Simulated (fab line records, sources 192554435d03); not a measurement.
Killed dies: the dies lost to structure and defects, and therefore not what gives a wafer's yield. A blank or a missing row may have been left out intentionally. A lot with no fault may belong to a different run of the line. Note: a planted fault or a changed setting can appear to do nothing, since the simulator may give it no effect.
Split-lot study | flow n5-finfet | route with 1938 steps; 7 lots, 21 wafers read

## ON THE SPLIT
At N5_BEOL_M1_TRENCH_ETCH_37 (etches SiOC in C4F6/O2, target depth 55.207 nm, time 29 s), the setting source-w was moved away from the recipe's 355 W on 5 of the 21 wafers read, by -17.2% to +7.8%. This setting was run at the recipe's value on the other wafers.

## FROM THE SPLIT TO THE READING: what the file shows between them, 2 steps
- N5_BEOL_M1_ETCH_41: etches SiCN in CH3F/O2, target depth 31.9 nm, time 57.8 s
- N5_BEOL_M1_STRIP_97: strips in N2/H2, time 10 s

## THE READING
trench-depth-nm, in nm, at N5_BEOL_M1_OCD_MEAS_38. Fault-free wafers of this fab line usually give 54.6 nm, standard deviation 1.1 nm.

wafer  | tool, chamber at the split | source-w as run, W | against the recipe | trench-depth-nm, nm | against lot-mates on the recipe
L080.1 | rie-diel-04, 0             | 355                | recipe             | 52.8                | -
L080.4 | rie-diel-04, 2             | 355                | recipe             | 54.3                | -
L080.5 | rie-diel-04, 0             | 355                | recipe             | 52.9                | -
L083.1 | rie-diel-05, 2             | 355                | recipe             | 54.6                | -
L083.4 | rie-diel-05, 1             | 382.7              | +7.8%              | 57.1                | +2.4
L083.5 | rie-diel-05, 0             | 355                | recipe             | 54.8                | -
L085.3 | rie-diel-04, 1             | 336.1              | -5.3%              | 53.6                | -1.9
L085.5 | rie-diel-04, 3             | 355                | recipe             | 55.5                | -
L085.6 | rie-diel-04, 1             | 336.1              | -5.3%              | 53.4                | -2.1
L087.1 | rie-diel-02, 1             | 355                | recipe             | 54.2                | -
L087.2 | rie-diel-02, 0             | 294.1              | -17.2%             | 49.6                | -4.6
L087.6 | rie-diel-02, 1             | 294.1              | -17.2%             | 50.4                | -3.8
L088.1 | rie-diel-05, 0             | 355                | recipe             | 54.7                | -
L088.2 | rie-diel-05, 2             | 355                | recipe             | 54.7                | -
L088.6 | rie-diel-05, 2             | 355                | recipe             | 54.5                | -
L095.1 | rie-diel-04, 3             | 355                | recipe             | 55.6                | -
L095.3 | rie-diel-04, 2             | 355                | recipe             | 55.5                | -
L095.4 | rie-diel-04, 1             | 355                | recipe             | 55.4                | -
L096.3 | rie-diel-04, 3             | 355                | recipe             | 54.0                | -
L096.5 | rie-diel-04, 0             | 355                | recipe             | 52.5                | -
L096.6 | rie-diel-04, 3             | 355                | recipe             | 54.7                | -

THE FIT
A straight line over all 21 wafers: trench-depth-nm changes by +0.263 nm for each +1% of source-w; r = +0.86; the points scatter about the line by 0.89 nm.
The same after taking each lot's own level away (the mean of its wafers on the recipe; 21 wafers): +0.26 nm for each +1%; r = +0.94; scatter 0.53 nm.
That fit puts the effect of the largest move of source-w on the reading at 4.5 nm.
From 53.33 to 55.50 nm: that is the span of the lots' own levels, equal to 2.0 times the standard deviation above.
Consequently the slope shifts little with the lot-to-lot level, the two slopes agreeing.
Check: -4.38 nm against its lot-mates is what the line predicts for one of the wafers moved furthest among these (-17.2%) when that wafer is left out of the fit. It came out at -4.6 nm against them.
Tool readings at the split's step, against how far the setting was moved: rf-vpp-V r = -0.94.

## FURTHER SPLITS ON THESE WAFERS
Other splits were also applied to these wafers ahead of the reading. Each is held against what the fit with the lots' levels taken away leaves over:
other split on the same wafers               | wafers away from the commonest value | r with trench-depth-nm (lot level and that fit taken away)
N5_HKMG_FIN_ETCH_54 bias-w                   | 6                                    | +0.25
N5_HKMG_FIN_ETCH_55 time-s                   | 5                                    | -0.13
N5_HKMG_FIN_COAT_29 spin-rpm                 | 12                                   | -0.22
N5_HKMG_FIN_PEB_10 peb-time-s                | 11                                   | +0.00
N5_MOL_CONTACT_COAG_CONTACT_ETCH_14 source-w | 7                                    | +0.20
N5_MOL_CONTACT_COAG_COAT_64 spin-rpm         | 6                                    | +0.05
N5_BEOL_M0_SAQP_PECVD_00 time-s              | 6                                    | +0.23
N5_BEOL_M0_SAQP_PECVD_96 time-s              | 4                                    | +0.22
N5_BEOL_M1_ETCH_74 bias-w                    | 9                                    | +0.27

## THE WHOLE CHAIN: every reading that the file lists as answering this split, in the file's order
step                      | what it does                                              | reading                                                                   | change (the file's fit)               | r (the file's)
N5_BEOL_M1_TRENCH_ETCH_37 | etches SiOC in C4F6/O2, target depth 55.207 nm, time 29 s | rf-vpp-V                                                                  | -3.89 V for each +1% of the setting   | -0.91
N5_BEOL_M1_TRENCH_ETCH_37 | etches SiOC in C4F6/O2, target depth 55.207 nm, time 29 s | etch.depth-nm (the simulator's own value, which no gauge read)            | +0.266 nm for each +1% of the setting | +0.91
N5_BEOL_M1_TRENCH_ETCH_37 | etches SiOC in C4F6/O2, target depth 55.207 nm, time 29 s | BEOL_M1.feature-depth-nm (the simulator's own value, which no gauge read) | +0.265 nm for each +1% of the setting | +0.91
N5_BEOL_M1_OCD_MEAS_38    |                                                           | trench-depth-nm                                                           | +0.266 nm for each +1% of the setting | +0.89

## FILE'S OWN FIT
trench-depth-nm changes by +0.266 nm for each +1% of source-w, r = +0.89.
